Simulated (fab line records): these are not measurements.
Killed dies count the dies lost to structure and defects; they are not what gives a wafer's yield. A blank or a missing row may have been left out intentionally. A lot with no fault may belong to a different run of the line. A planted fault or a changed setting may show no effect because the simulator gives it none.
Matching of chambers -- flow n5_finfet -- rie_diel-04 running N5_BEOL_M7_ETCH_72: 4 sister chambers
The step etches underlayer in N2/H2, target depth 6.5 nm, time 5.2 s. 16 wafers are shown with their chamber, then 8 later ones without.

## WAFERS, EACH WITH ITS CHAMBER
wafer,chamber,drypump_motor_current_A (A),showerhead_plenum_p_Torr (Torr),throttle_valve_pct (%)
L075.1,1,5.4,2.49,17.69
L075.3,3,5.7,2.61,17.99
L075.4,0,5.9,2.53,17.63
L076.1,3,5.7,2.61,18.01
L076.3,0,5.9,2.53,17.65
L076.6,2,6.4,2.59,18.07
L079.1,0,5.9,2.53,17.66
L079.3,1,5.3,2.49,17.72
L079.4,2,6.4,2.59,18.09
L080.2,3,5.7,2.61,18.07
L080.4,2,6.4,2.59,18.09
L080.5,0,5.9,2.53,17.66
L086.1,1,5.3,2.48,17.74
L086.3,2,6.4,2.58,18.09
L086.4,3,5.7,2.60,18.05
L091.3,0,5.9,2.52,17.67

SIGNATURES, as means of the wafers listed above
reading,chamber 0,chamber 1,chamber 2,chamber 3,scatter within a chamber
drypump_motor_current_A,5.900,5.333,6.400,5.700,0.0236
showerhead_plenum_p_Torr,2.5280,2.4867,2.5875,2.6075,0.00497
throttle_valve_pct,17.6540,17.7167,18.0850,18.0300,0.0232
Rule: for a wafer and a chamber, the distance is found by dividing, reading by reading, the gap between the wafer's reading and the chamber's mean by the reading's scatter, squaring, summing and taking the root. If the next closest chamber is less than 2 further off than the closest, the wafer can't be placed; otherwise it belongs to the closest. How the scatter is found: for the shown wafers, subtract from each reading the mean of its chamber, square and add these, divide the total by (wafers less chambers), then take the root.

## WAFERS WHOSE CHAMBER IS MISSING
wafer,drypump_motor_current_A (A),showerhead_plenum_p_Torr (Torr),throttle_valve_pct (%)
L091.4,5.7,2.60,18.06
L091.6,5.7,2.60,18.07
L096.1,5.3,2.47,17.77
L096.5,5.7,2.59,18.10
L096.6,6.4,2.58,18.14
L095.2,5.9,2.52,17.69
L095.4,6.4,2.58,18.14
L095.6,5.4,2.47,17.77

## WHICH CHAMBER EACH WENT THROUGH
wafer,from the rows above,in truth
L091.4,3,3
L091.6,3,3
L096.1,1,1
L096.5,3,3
L096.6,2,2
L095.2,0,0
L095.4,2,2
L095.6,1,1
Placed correctly: 8 of 8. Number that these rows cannot place: 0. 0 placed wrongly.
